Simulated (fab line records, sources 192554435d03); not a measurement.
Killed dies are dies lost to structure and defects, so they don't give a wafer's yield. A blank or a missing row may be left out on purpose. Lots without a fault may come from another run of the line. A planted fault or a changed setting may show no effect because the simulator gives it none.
fab line records | flow n5_finfet
record lots=7 wafers=21
route steps=1938 shown BEOL_M7@1299 BEOL_M8@1377 BEOL_M9@1417 BEOL_M10@1494
start_h: hours from the record's first day to the start of the lot's first wafer shown | wait_h: hours since the lot's step before | " the same as in the row above | L1.1+2: a row that stands for several wafers | - no value, or no start given | * or withheld: withheld | < > ~ a bound
route shown NAME@n: a module of which the file shows steps, and the number in the route of the first | usual: mean/standard deviation of fault-free wafers | same: alike in all rows | chamber/n: place in a boat | sites: the reading at each site | _std_site: their standard deviation | _edge_site: outer sites' mean less inner sites' | radius_mm: how far each site lies from the wafer's centre | mask NAME#n: copy n | behind: the tool/chamber that last shaped the wafer | hold: why the lot was held/for how many hours/how that ended | device: the transistor (n, p or np) that didn't switch | end of line: the same wafers' tests at the end of the route | a step without rows: its recipe alone | killed: dies lost to structure and defects at the first sort, not the wafer's yield | map: a wafer's dies, x killed, . not, _ none there
set.NAME: the setting as run; set.NAME@STEP: as run at that earlier step | model.NAME: the simulator's own value behind a step, which no gauge read
lots whose settings were changed on purpose; a table a step, a row a wafer
## steps
# step N5_BEOL_M7_DESCUM_33
# recipe chemistry=O2 time_s=7 source_power_w=50 bias_power_w=20 pressure_mtorr=20 rf_frequency_hz=2.712e+07 temp_c=40 resist=CAR-EUV o2_flow_sccm=225
# columns lot.wafer tool chamber start_h wait_h set.time_s model.CAR-EUV_of_BEOL_M7_COAT_22.thk_nm
L076.1+3+5 rie_diel-03 0,1,1 219.99 0.2 7 26
L078.3+6 rie_diel-04 1 220.00 0.2 7 26
L078.4 " 2 " " 7 26.2
L077.2 rie_diel-03 1 220.39 0.5 7 26
L077.3+6 " 0,1 " " 5.447 26.8
L080.3 rie_diel-04 2 234.88 0.5 7.426 25.8
L080.4+5 " 3,0 " " 7 26
L083.3 rie_diel-02 1 246.59 0.0 7.467 25.8
L083.5 " 0 " " 7.467 26
L083.6 " 1 " " 7 26
L086.1+5 rie_diel-03 0,1 269.50 0.0 7 26.2
L086.3 " 1 " " 7.444 26
L091.1+3 rie_diel-03 3,2 305.80 0.0 7 26.2
L091.4 " 1 " " 7 26
# step N5_BEOL_M7_ETCH_72
# recipe chemistry=N2/H2 target=underlayer target_depth_a=65 mask_material=CAR-EUV time_s=5.2 ion_energy_ev=200 pressure_mtorr=30 source_w=840 bias_w=150 n2_flow_sccm=200 h2_flow_sccm=200 ends=cleared
# columns lot.wafer tool chamber start_h wait_h set.time_s@BEOL_M7_DESCUM_33 model.CAR-EUV_of_BEOL_M7_COAT_22.thk_nm
L076.1 rie_diel-03 0 220.02 0.0 7 20.4
L076.3+5 " 1 " " 7 20.2
L078.3+4 rie_diel-04 1,2 220.04 0.0 7 20.4
L078.6 " 1 " " 7 20.2
L077.2 rie_diel-03 1 220.42 0.0 7 20.4
L077.3 " 0 " " 5.447 21.2
L077.6 " 1 " " 5.447 21
L080.3 rie_diel-04 2 234.92 0.0 7.426 20
L080.4+5 " 3,0 " " 7 20.4
L083.3+5 rie_diel-02 1,0 246.63 0.0 7.467 20.2
L083.6 " 1 " " 7 20.2
L086.1+5 rie_diel-03 0,1 269.53 0.0 7 20.4
L086.3 " 1 " " 7.444 20.2
L091.1+3+4 rie_diel-03 3,2,1 305.83 0.0 7 20.4
# step N5_BEOL_M7_ETCH_65
# recipe chemistry=CF4 target=SiARC target_depth_a=156 mask_material=CAR-EUV time_s=26 ion_energy_ev=80 pressure_mtorr=40 source_w=545 bias_w=36 Ar_flow_sccm=100 cf4_flow_sccm=100 ends=cleared
# columns lot.wafer tool chamber start_h wait_h set.time_s@BEOL_M7_DESCUM_33 model.CAR-EUV_of_BEOL_M7_COAT_22.thk_nm
L076.1 rie_diel-03 0 220.04 0.0 7 11.2
L076.3+5 " 1 " " 7 11
L078.3+6 rie_diel-04 1 220.05 0.0 7 11
L078.4 " 2 " " 7 11.2
L077.2 rie_diel-03 1 220.44 0.0 7 11.2
L077.3+6 " 0,1 " " 5.447 11.8
L080.3 rie_diel-04 2 234.93 0.0 7.426 10.8
L080.4+5 " 3,0 " " 7 11.2
L083.3+5 rie_diel-02 1,0 246.65 0.0 7.467 11
L083.6 " 1 " " 7 11
L086.1+5 rie_diel-03 0,1 269.55 0.0 7 11.2
L086.3 " 1 " " 7.444 11
L091.1+3+4 rie_diel-03 3,2,1 305.85 0.0 7 11.2
# step N5_BEOL_M7_ETCH_66
# recipe chemistry=N2/H2 target=SOC target_depth_a=800 overetch_a=160 mask_material=SiARC temp_c=40 time_s=120 ion_energy_ev=200 pressure_mtorr=30 source_w=840 bias_w=150 n2_flow_sccm=200 h2_flow_sccm=200
# columns lot.wafer tool chamber start_h wait_h set.spin_rpm@BEOL_M7_COAT_63 model.etch.depth_nm
L076.1 rie_diel-03 0 220.07 0.0 1500 60.4
L076.3 " 1 " " 1500 60.33
L076.5 " 1 " " 1500 60.3
L078.3 rie_diel-04 1 220.08 0.0 1500 60.48
L078.4 " 2 " " 1453 61.19
L078.6 " 1 " " 1500 60.16
L077.2 rie_diel-03 1 220.47 0.0 1500 59.93
L077.3 " 0 " " 1500 60.05
L077.6 " 1 " " 1613 57.97
L080.3+5 rie_diel-04 2,0 234.96 0.0 1500 60.01
L080.4 " 3 " " 1656 57.01
L083.3 rie_diel-02 1 246.67 0.0 1652 57.17
L083.5 " 0 " " 1500 59.81
L083.6 " 1 " " 1500 59.71
L086.1 rie_diel-03 0 269.58 0.0 1629 57.82
L086.3 " 1 " " 1629 58.02
L086.5 " 1 " " 1500 60.46
L091.1 rie_diel-03 3 305.88 0.0 1618 57.72
L091.3 " 2 " " 1500 60.04
L091.4 " 1 " " 1618 57.79
# step N5_BEOL_M7_STRIP_69
# recipe chemistry=N2/H2 temp_c=40 n2_flow_sccm=200 h2_flow_sccm=200 rf_frequency_hz=6e+07
# step N5_BEOL_M7_STRIP_73
# recipe chemistry=N2/H2 temp_c=40 n2_flow_sccm=200 h2_flow_sccm=200 rf_frequency_hz=6e+07
# step N5_BEOL_M7_VIA_ETCH_34
# recipe chemistry=C4F6/O2 target=SiCOH_lowk target_depth_a=1255 mask_material=SOC taper_deg=4 time_s=50.5 ion_energy_ev=250 pressure_mtorr=30 source_w=345 bias_w=185 Ar_flow_sccm=300 C4F6_flow_sccm=10 O2_flow_sccm=10
# columns lot.wafer tool chamber start_h wait_h set.spin_rpm@BEOL_M7_COAT_63 model.SOC_of_BEOL_M7_COAT_63.thk_nm
L076.1 rie_diel-03 0 220.17 0.0 1500 54.4
L076.3+5 " 1 " " 1500 54.2
L078.3 rie_diel-04 1 220.18 0.0 1500 54.4
L078.4 " 2 " " 1453 55.2
L078.6 " 1 " " 1500 54.2
L077.2 rie_diel-03 1 220.57 0.0 1500 53.6
L077.3 " 0 " " 1500 53.8
L077.6 " 1 " " 1613 51.8
L080.3 rie_diel-04 2 235.06 0.0 1500 53.8
L080.4 " 3 " " 1656 51
L080.5 " 0 " " 1500 54
L083.3 rie_diel-02 1 246.78 0.0 1652 51.4
L083.5 " 0 " " 1500 53.8
L083.6 " 1 " " 1500 54
L086.1 rie_diel-03 0 269.68 0.0 1629 51.8
L086.3 " 1 " " 1629 52
L086.5 " 1 " " 1500 54.4
L091.1 rie_diel-03 3 305.98 0.0 1618 51.8
L091.3 " 2 " " 1500 54
L091.4 " 1 " " 1618 51.6
# step N5_BEOL_M8_TRENCH_ETCH_37
# recipe chemistry=C4F6/O2 target_depth_a=934.78 target=SiCOH_lowk time_s=31.2 ion_energy_ev=250 pressure_mtorr=30 source_w=345 bias_w=185 Ar_flow_sccm=300 C4F6_flow_sccm=10 O2_flow_sccm=10
# columns lot.wafer tool chamber start_h wait_h set.time_s model.BEOL_M8.feature_depth_nm model.etch.depth_nm
L076.1 rie_diel-01 2 - - 31.2 92.8 92.85
L076.3 " 3 " " 31.2 94.6 94.59
L076.5 " 0 " " 31.2 92 91.91
L078.3 rie_diel-06 1 - - 31.2 92.8 92.83
L078.4 " 0 " " 31.2 93.8 93.71
L078.6 " 2 " " 28.33 82.6 82.67
L077.2 rie_diel-05 2 - - 31.2 92.6 92.66
L077.3 " 3 " " 31.2 93.4 93.43
L077.6 " 2 " " 33.95 100.4 100.4
L080.3 rie_diel-05 1 - - 31.2 92.2 92.16
L080.4 " 3 " " 31.2 92.8 92.77
L080.5 " 0 " " 31.2 95.8 95.81
L083.3 rie_diel-06 0 - - 31.2 92.4 92.47
L083.5 " 3 " " 27.76 81.6 81.7
L083.6 " 0 " " 27.76 83 82.99
L086.1 rie_diel-01 2 - - 35.55 105.2 105.1
L086.3 " 3 " " 35.55 106.4 106.4
L086.5 " 0 " " 31.2 91.4 91.38
L091.1 rie_diel-01 0 - - 36.86 107.2 107.1
L091.3 " 2 " " 36.86 108.2 108.1
L091.4 " 0 " " 31.2 91 91.08
# step N5_BEOL_M8_ETCH_41
# recipe chemistry=CH3F/O2 target=SiCN target_depth_a=319 taper_deg=2 time_s=57.8 ion_energy_ev=120 mask_material=TiN pressure_mtorr=30 source_w=395 bias_w=75 Ar_flow_sccm=150 CH3F_flow_sccm=30 O2_flow_sccm=20
# step N5_BEOL_M8_STRIP_80
# recipe chemistry=N2/H2 time_s=10 power_w=450 temp_c=40 pressure_mtorr=20 rf_frequency_hz=6e+07 bias_power_w=7 n2_flow_sccm=200 h2_flow_sccm=200
# step N5_BEOL_M8_OCD_MEAS_38
# usual trench_depth_nm=92.8/1.4
# columns lot.wafer tool chamber start_h wait_h set.time_s@BEOL_M8_TRENCH_ETCH_37 trench_depth_nm
L076.1 ocd-01 - 228.17 - 31.2 93.3
L076.3 " - " " 31.2 94.2
L076.5 " - " " 31.2 91.6
L078.3 ocd-02 - 229.16 - 31.2 92.5
L078.4 " - " " 31.2 93.6
L078.6 " - " " 28.33 82.9
L077.2 ocd-02 - 229.50 - 31.2 92.5
L077.3 " - " " 31.2 93.0
L077.6 " - " " 33.95 100.4
L080.3 ocd-02 - 243.75 - 31.2 92.0
L080.4 " - " " 31.2 92.7
L080.5 " - " " 31.2 95.9
L083.3 ocd-01 - 256.23 - 31.2 92.0
L083.5 " - " " 27.76 81.4
L083.6 " - " " 27.76 83.3
L086.1 ocd-01 - 279.99 - 35.55 105.2
L086.3 " - " " 35.55 106.7
L086.5 " - " " 31.2 91.2
L091.1 ocd-01 - 315.56 - 36.86 107.4
L091.3 " - " " 36.86 107.6
L091.4 " - " " 31.2 91.5
# step N5_BEOL_M8_ALD_77
# recipe material=TaN target_thk_a=20 temp_c=275 ald_precursor_family=PDMAT ald_co_reactant=NH3 pressure_torr=3 carrier_flow_sccm=1500 pulse_time_s=2 purge_time_s=3 co_reactant_purge_time_s=2 co_reactant_pulse_time_s=3 ald_cycles=40 precursor_vessel_temp_c=75 precursor_vessel_pressure_torr=26.25 precursor_vessel_carrier_sccm=1000
# columns lot.wafer tool chamber start_h wait_h set.purge_time_s
L076.1+3+5 ald_metal-02 1,0,0 229.10 0.0 3
L078.3+4+6 ald_metal-02 0,1,1 230.42 0.4 3
L077.2+3+6 ald_metal-01 3,2,3 231.22 0.0 3
L080.3+4+5 ald_metal-01 2,2,1 244.41 0.0 3
L083.3+5+6 ald_metal-01 2,1,0 256.85 0.0 3
L086.1+3 ald_metal-04 0,2 280.95 0.0 3
L086.5 " 1 " " 2.814
L091.1+3+4 ald_metal-04 0,3,2 317.70 0.1 3
# step N5_BEOL_M8_SURFACE_TREAT_79
# recipe gas=Ar time_s=* ion_energy_ev=* ion_current_ma_cm2=0.5 pressure_mtorr=* ar_flow_sccm=30
# step N5_BEOL_M8_CVD_78
# recipe material=Co target_thk_a=20 temp_c=withheld precursor=CCTBA/H2 pressure_torr=30 time_s=142.3
# step N5_BEOL_M8_ECD_50
# recipe material=Cu target_thk_a=3000
# step N5_BEOL_M8_ANNEAL_51
# recipe temp_c=225 time_s=90 ambient=N2
# step N5_BEOL_M8_CMP_52
# recipe stop_on=SiCOH_lowk t_overpolish_s=6.9 down_force_psi=1 platen_rpm=50 clearing_platen_down_force_psi=1.5 clearing_platen_rpm=50 post_cmp_clean=cu_alkaline target_thk_nm=80 clearing_platen_pad_velocity_m_s=0.99484 pad_velocity_m_s=0.99484
# columns lot.wafer tool chamber start_h wait_h set.time_s@BEOL_M8_TRENCH_ETCH_37 model.Cu_of_BEOL_M8_ECD_50.thk_nm
L076.1 cmp-01 0 230.49 0.3 31.2 78.6
L076.3 " 1 " " 31.2 80.2
L076.5 " 3 " " 31.2 79.4
L078.4 cmp-01 2 231.95 0.2 31.2 81.6
L078.3 " 0 " " 31.2 80.6
L078.6 " 2 " " 28.33 69.4
L077.3 cmp-03 1 232.24 0.2 31.2 80
L077.2 " 3 " " 31.2 77.2
L077.6 " 1 " " 33.95 87.8
L080.4 cmp-01 1 245.81 0.1 31.2 78
L080.3 " 3 " " 31.2 78.8
L080.5 " 1 " " 31.2 80
L083.3 cmp-01 0 258.04 0.2 31.2 79
L083.5 " 2 " " 27.76 68
L083.6 " 3 " " 27.76 70.2
L086.3 cmp-03 2 282.33 0.2 35.55 92
L086.1 " 0 " " 35.55 88.8
L086.5 " 3 " " 31.2 76
L091.1 cmp-03 2 319.15 0.3 36.86 93.6
L091.4 " 3 " " 31.2 76.4
L091.3 " 1 " " 36.86 94.2
# step N5_BEOL_M8_THK_MEAS_53
# recipe thk_meas_gauge=xrf reads=Cu_of_BEOL_M8_ECD_50
# usual M8_THK=79.1/1.8
# columns lot.wafer tool chamber start_h wait_h set.time_s@BEOL_M8_TRENCH_ETCH_37 M8_THK[nm]
L076.1 film_metro-02 - 230.70 - 31.2 77.5
L076.3 " - " " 31.2 79.6
L076.5 " - " " 31.2 78.4
L078.3 film_metro-01 - 232.20 - 31.2 81.8
L078.4 " - " " 31.2 82.5
L078.6 " - " " 28.33 70.2
L077.2 film_metro-02 - 232.53 - 31.2 76.6
L077.3 " - " " 31.2 79.1
L077.6 " - " " 33.95 86.9
L080.3 film_metro-01 - 246.11 - 31.2 79.3
L080.4 " - " " 31.2 77.9
L080.5 " - " " 31.2 80.3
L083.3 film_metro-02 - 258.26 - 31.2 78.0
L083.5 " - " " 27.76 67.1
L083.6 " - " " 27.76 69.1
L086.1 film_metro-01 - 282.63 - 35.55 89.2
L086.3 " - " " 35.55 93.2
L086.5 " - " " 31.2 76.6
L091.1 film_metro-01 - 319.44 - 36.86 94.1
L091.3 " - " " 36.86 94.1
L091.4 " - " " 31.2 76.3
# step N5_BEOL_M8_PRE_CLEAN_55
# recipe gas=NH3 time_s=15 temp_c=withheld rf_power_w=300
# step N5_BEOL_M8_DEP_56
# recipe material=SiCN target_thk_a=100 temp_c=withheld precursor=3MS/NH3 pressure_torr=3 rf_w=202 time_s=17.5
# step N5_BEOL_M8_RS_MEAS_57
# recipe thk_meas_gauge=four-point-probe reads=Cu_of_BEOL_M8_ECD_50+Co_of_BEOL_M8_CVD_78+TaN_of_BEOL_M8_ALD_77
# usual M8_RS=0.290/0.0076
# columns lot.wafer tool chamber start_h wait_h set.time_s@BEOL_M8_TRENCH_ETCH_37 M8_RS[ohm/sq]
L076.1 film_metro-01 - 230.84 0.1 31.2 0.292
L076.3 " - " " 31.2 0.285
L076.5 " - " " 31.2 0.289
L078.3 film_metro-01 - 232.33 0.1 31.2 0.283
L078.4 " - " " 31.2 0.279
L078.6 " - " " 28.33 0.338
L077.2 film_metro-02 - 232.66 0.1 31.2 0.297
L077.3 " - " " 31.2 0.285
L077.6 " - " " 33.95 0.257
L080.3 film_metro-01 - 246.24 0.1 31.2 0.292
L080.4 " - " " 31.2 0.295
L080.5 " - " " 31.2 0.286
L083.3 film_metro-02 - 258.39 0.1 31.2 0.290
L083.5 " - " " 27.76 0.346
L083.6 " - " " 27.76 0.333
L086.1 film_metro-01 - 282.76 0.1 35.55 0.253
L086.3 " - " " 35.55 0.243
L086.5 " - " " 31.2 0.304
L091.1 film_metro-02 - 319.58 0.1 36.86 0.238
L091.3 " - " " 36.86 0.236
L091.4 " - " " 31.2 0.301
# step N5_BEOL_M9_DESCUM_16
# recipe chemistry=O2 time_s=7.9 source_power_w=50 bias_power_w=20 pressure_mtorr=20 rf_frequency_hz=2.712e+07 temp_c=40 resist=CAR-ArF o2_flow_sccm=225
# columns lot.wafer tool chamber start_h wait_h set.time_s
L076.1+3+5 rie_diel-02 0,2,2 232.88 0.1 7.9
L078.3+4+6 rie_diel-03 1,3,2 235.57 0.4 7.9
L077.2+3+6 rie_diel-03 2,3,1 236.01 0.7 7.9
L080.3+4+5 rie_diel-02 2,3,1 248.02 0.0 7.9
L083.3+6 rie_diel-03 2,0 261.17 0.0 6.171
L083.5 " 1 " " 7.9
L086.1+5 rie_diel-02 0 285.21 0.0 8.68
L086.3 " 1 " " 7.9
L091.1 rie_diel-03 0 322.15 0.0 7.263
L091.3+4 " 1,2 " " 7.9
# step N5_BEOL_M9_ETCH_61
# recipe chemistry=CF4 target=SiARC target_depth_a=390 mask_material=CAR-ArF time_s=65 ion_energy_ev=80 pressure_mtorr=40 source_w=545 bias_w=36 Ar_flow_sccm=100 cf4_flow_sccm=100 ends=cleared
# columns lot.wafer tool chamber start_h wait_h set.time_s@BEOL_M9_DESCUM_16 model.CAR-ArF_of_BEOL_M9_COAT_05.thk_nm
L076.1 rie_diel-02 0 232.91 0.0 7.9 55.8
L076.3 " 2 " " 7.9 55.6
L076.5 " 2 " " 7.9 55.4
L078.3 rie_diel-03 1 235.61 0.0 7.9 55
L078.4 " 3 " " 7.9 55.6
L078.6 " 2 " " 7.9 55.2
L077.2+6 rie_diel-03 2,1 236.05 0.0 7.9 55.2
L077.3 " 3 " " 7.9 55.4
L080.3 rie_diel-02 2 248.05 0.0 7.9 56
L080.4 " 3 " " 7.9 55.8
L080.5 " 1 " " 7.9 55.6
L083.3 rie_diel-03 2 261.20 0.0 6.171 56.4
L083.5 " 1 " " 7.9 55.2
L083.6 " 0 " " 6.171 56.6
L086.1+5 rie_diel-02 0 285.24 0.0 8.68 55.2
L086.3 " 1 " " 7.9 55.6
L091.1 rie_diel-03 0 322.19 0.0 7.263 56.2
L091.3+4 " 1,2 " " 7.9 55.6
# step N5_BEOL_M10_COAT_63
# recipe resist=SOC temp_c=250 time_s=60 spin_rpm=1500 resist_thk_nm=100
# columns lot.wafer tool chamber start_h wait_h set.spin_rpm model.SOC_of_BEOL_M10_COAT_63.thk_nm
L076.1+5 litho_track-05 0 241.11 0.0 1500 99.6
L076.3 " 0 " " 1500 99.4
L077.2+6 litho_track-02 0 246.11 1.5 1500 100.4
L077.3 " 0 " " 1500 100
L078.3 litho_track-03 0 246.12 1.2 1500 100.2
L078.4+6 " 0 " " 1500 100.6
L080.3 litho_track-05 0 263.71 2.1 1500 100
L080.4 " 0 " " 1337 106
L080.5 " 0 " " 1337 106.2
L083.3 litho_track-05 0 270.24 0.5 1500 100.8
L083.5 " 0 " " 1582 97.8
L083.6 " 0 " " 1500 100.2
L086.1 litho_track-02 0 295.48 2.6 1500 100.4
L086.3 " 0 " " 1500 100
L086.5 " 0 " " 1618 96.6
L091.1 litho_track-05 0 329.98 0.0 1500 99.4
L091.3+4 " 0 " " 1500 99.6
## key
split step=N5_BEOL_M7_DESCUM_33 setting=time_s stated=7 by=wafer
response step=N5_BEOL_M7_DESCUM_33 reading=model.CAR-EUV_of_BEOL_M7_COAT_22.thk_nm change=-0.034 per=1% r=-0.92
response step=N5_BEOL_M7_ETCH_72 reading=model.CAR-EUV_of_BEOL_M7_COAT_22.thk_nm change=-0.0313 per=1% r=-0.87
response step=N5_BEOL_M7_ETCH_65 reading=model.CAR-EUV_of_BEOL_M7_COAT_22.thk_nm change=-0.0277 per=1% r=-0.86
split step=N5_BEOL_M8_TRENCH_ETCH_37 setting=time_s stated=31.2 by=wafer
response step=N5_BEOL_M8_TRENCH_ETCH_37 reading=model.BEOL_M8.feature_depth_nm change=+0.965 per=1% r=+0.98
response step=N5_BEOL_M8_TRENCH_ETCH_37 reading=model.etch.depth_nm change=+0.96 per=1% r=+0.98
response step=N5_BEOL_M8_OCD_MEAS_38 reading=trench_depth_nm change=+0.945 per=1% r=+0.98
response step=N5_BEOL_M8_CMP_52 reading=model.Cu_of_BEOL_M8_ECD_50.thk_nm change=+1.01 per=1% r=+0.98
response step=N5_BEOL_M8_THK_MEAS_53 reading=M8_THK change=+1.02 per=1% r=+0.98
response step=N5_BEOL_M8_RS_MEAS_57 reading=M8_RS change=-0.00411 per=1% r=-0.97
split step=N5_BEOL_M8_ALD_77 setting=purge_time_s stated=3 by=wafer
response none clear
split step=N5_BEOL_M9_DESCUM_16 setting=time_s stated=7.9 by=wafer
response step=N5_BEOL_M9_ETCH_61 reading=model.CAR-ArF_of_BEOL_M9_COAT_05.thk_nm change=-0.0581 per=1% r=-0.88
split step=N5_BEOL_M10_COAT_63 setting=spin_rpm stated=1500 by=wafer
response step=N5_BEOL_M10_COAT_63 reading=model.SOC_of_BEOL_M10_COAT_63.thk_nm change=-0.521 per=1% r=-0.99
split outside_this_file step=N5_BEOL_M7_COAT_63 setting=spin_rpm
# split outside_this_file: this setting was split too, and the file shows its column; the key of that split is in another file
